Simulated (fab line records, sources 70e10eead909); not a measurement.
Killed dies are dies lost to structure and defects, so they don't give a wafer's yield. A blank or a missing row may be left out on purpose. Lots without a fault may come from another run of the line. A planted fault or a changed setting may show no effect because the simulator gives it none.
Which tool did it? | flow nand_harc | 14 lots, 42 wafers sampled, at 5 steps of a route of 1302

WHAT THE GAUGES READ, wafer by wafer
NHARC_A_DECK1_JOINT_THK_MEAS_17: measures by ellipsometry.
lot  | measured     | on            | thk_nm (nm)
L792 | day 12 08:16 | film_metro-02 | 45.0 43.5 43.8
L794 | day 13 01:08 | film_metro-01 | 43.4 45.5 44.2
L797 | day 13 20:36 | film_metro-02 | 42.7 43.6 45.0
L796 | day 13 20:36 | film_metro-01 | 46.3 47.3 47.7
L798 | day 14 12:51 | film_metro-02 | 42.6 42.9 45.0
L799 | day 15 08:49 | film_metro-02 | 44.5 44.7 46.3
L800 | day 15 22:10 | film_metro-02 | 45.7 46.4 48.1
L801 | day 16 15:23 | film_metro-01 | 45.6 44.7 46.1
L802 | day 17 01:40 | film_metro-01 | 44.2 44.3 46.0
L804 | day 17 08:16 | film_metro-01 | 47.1 45.7 47.6
L805 | day 18 03:36 | film_metro-01 | 44.9 43.8 43.6
L811 | day 20 07:40 | film_metro-01 | 44.5 44.8 43.7
L814 | day 21 09:26 | film_metro-01 | 45.0 44.6 47.8
L815 | day 22 04:27 | film_metro-01 | 45.5 44.7 46.3

NHARC_A_ONON_D2_THK_MEAS_11: measures by ellipsometry.
lot  | measured     | on            | thk_nm (nm)
L792 | day 12 10:44 | film_metro-02 | 979 979 979
L794 | day 13 03:27 | film_metro-02 | 996 996 996
L797 | day 13 22:55 | film_metro-01 | 1006 1007 1008
L796 | day 13 22:58 | film_metro-02 | 991 992 993
L798 | day 14 15:10 | film_metro-01 | 997 994 994
L799 | day 15 11:08 | film_metro-02 | 1005 1006 1006
L800 | day 16 00:28 | film_metro-01 | 1017 1017 1016
L801 | day 16 17:43 | film_metro-01 | 981 985 985
L802 | day 17 03:58 | film_metro-01 | 994 995 993
L804 | day 17 10:35 | film_metro-02 | 976 978 978
L805 | day 18 05:55 | film_metro-01 | 997 1000 999
L811 | day 20 09:59 | film_metro-02 | 989 989 990
L814 | day 21 11:45 | film_metro-02 | 1010 1010 1011
L815 | day 22 06:46 | film_metro-01 | 992 990 991

NHARC_A_ONON_D2_THK_MEAS_21: measures by ellipsometry.
lot  | measured     | on            | thk_nm (nm)
L792 | day 12 21:31 | film_metro-01 | 1004 1005 1007
L794 | day 13 12:39 | film_metro-02 | 991 991 991
L797 | day 14 07:28 | film_metro-01 | 1003 1002 1002
L796 | day 14 07:28 | film_metro-02 | 1002 1003 1002
L798 | day 15 00:19 | film_metro-02 | 994 995 995
L799 | day 15 19:43 | film_metro-01 | 1006 1006 1007
L800 | day 16 09:18 | film_metro-01 | 1005 1006 1007
L801 | day 17 04:51 | film_metro-02 | 995 998 998
L802 | day 17 12:31 | film_metro-01 | 985 985 984
L804 | day 17 19:07 | film_metro-01 | 980 981 982
L805 | day 18 17:16 | film_metro-02 | 986 984 985
L811 | day 20 18:53 | film_metro-02 | 792 791 791
L814 | day 21 20:53 | film_metro-01 | 783 782 783
L815 | day 22 15:16 | film_metro-01 | 1021 1020 1019

NHARC_END_SORT_01.
lot  | measured     | on        | killed_at_array | killed_at_other | killed_at_periphery | killed_dies | killed_open | killed_short
L811 | day 32 08:44 | prober-01 | 675 676 676     | 1 1 0           | 1 0 1               | 677 677 677 | 3 5 5       | 4 1 2
L814 | day 33 03:03 | prober-01 | 675 674 668     | 2 1 5           | 0 2 4               | 677 677 677 | 4 2 4       | 5 0 2

WHICH TOOL RAN EACH LOT (tool, then ch and the chambers of the sampled wafers, then the start)
lot  | NHARC_A_ONON_D2_DEP_19
L792 | pecvd_onon-02 ch 0, day 12 21:01
L794 | pecvd_onon-01 ch 0, day 13 12:12
L797 | pecvd_onon-01 ch 0, day 14 07:04
L796 | pecvd_onon-02 ch 0, day 14 06:57
L798 | pecvd_onon-02 ch 0, day 14 23:47
L799 | pecvd_onon-04 ch 0, day 15 19:15
L800 | pecvd_onon-04 ch 0, day 16 08:51
L801 | pecvd_onon-04 ch 0, day 17 04:19
L802 | pecvd_onon-04 ch 0, day 17 12:08
L804 | pecvd_onon-04 ch 0, day 17 18:36
L805 | pecvd_onon-02 ch 0, day 18 16:49
L811 | pecvd_onon-02 ch 0, day 20 18:29
L814 | pecvd_onon-02 ch 0, day 21 20:22
L815 | pecvd_onon-01 ch 0, day 22 14:48
- NHARC_A_ONON_D2_DEP_19: target thk 1000 nm.

WHAT THE TOOLS THEMSELVES READ (means of the sampled wafers that have a number; where no wafer has one, the mark that the record gives instead)
The record holds no such reading with a usual standard deviation.

THE ANSWER, worked out from the rows above alone
Rule: what is usual is taken from the lots themselves. Put in order of their means at a reading, lots are off if they are a third of the lots or fewer, leave a main group of 4 or more, and stand apart from it by a gap of 3 or more times the standard deviation of the main group's means; of several such gaps the widest counts. A main group whose means are all the same, to the digits that the tables above print for the reading, isn't used. A lot without any number at a reading at which 4 lots or more have one is off too. The other lots that the step has rows for count as sound. The gauges are gone through in route order, then the tools' own readings, and for those a lot's mean is taken as printed above. The first step at which some lot is off is used, and at that step the reading that is off furthest; a lot without a number counts as furthest.
Off: L811, L814, at NHARC_A_ONON_D2_THK_MEAS_21 (thk_nm). The main group: mean 998 nm, standard deviation 11.
A tool fits if, at a process step before that reading, it ran every lot that is off, and no sound lot after the first of them. The gauges at NHARC_A_ONON_D2_THK_MEAS_21 are tried like those tools. One fits: pecvd_onon-02 at NHARC_A_ONON_D2_DEP_19. Its last sound lot is L805 (day 18 16:49), its first lot that is off L811 (day 20 18:29): a fault that began between those two fits.

WHAT THE SIMULATOR HAD PUT IN
Process parameter drift: pecvd_onon-02, from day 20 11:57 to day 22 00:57, at NHARC_A_ONON_D2_DEP_19. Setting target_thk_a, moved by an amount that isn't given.
Lots struck among those shown: L811, L814. The rule above found the same.
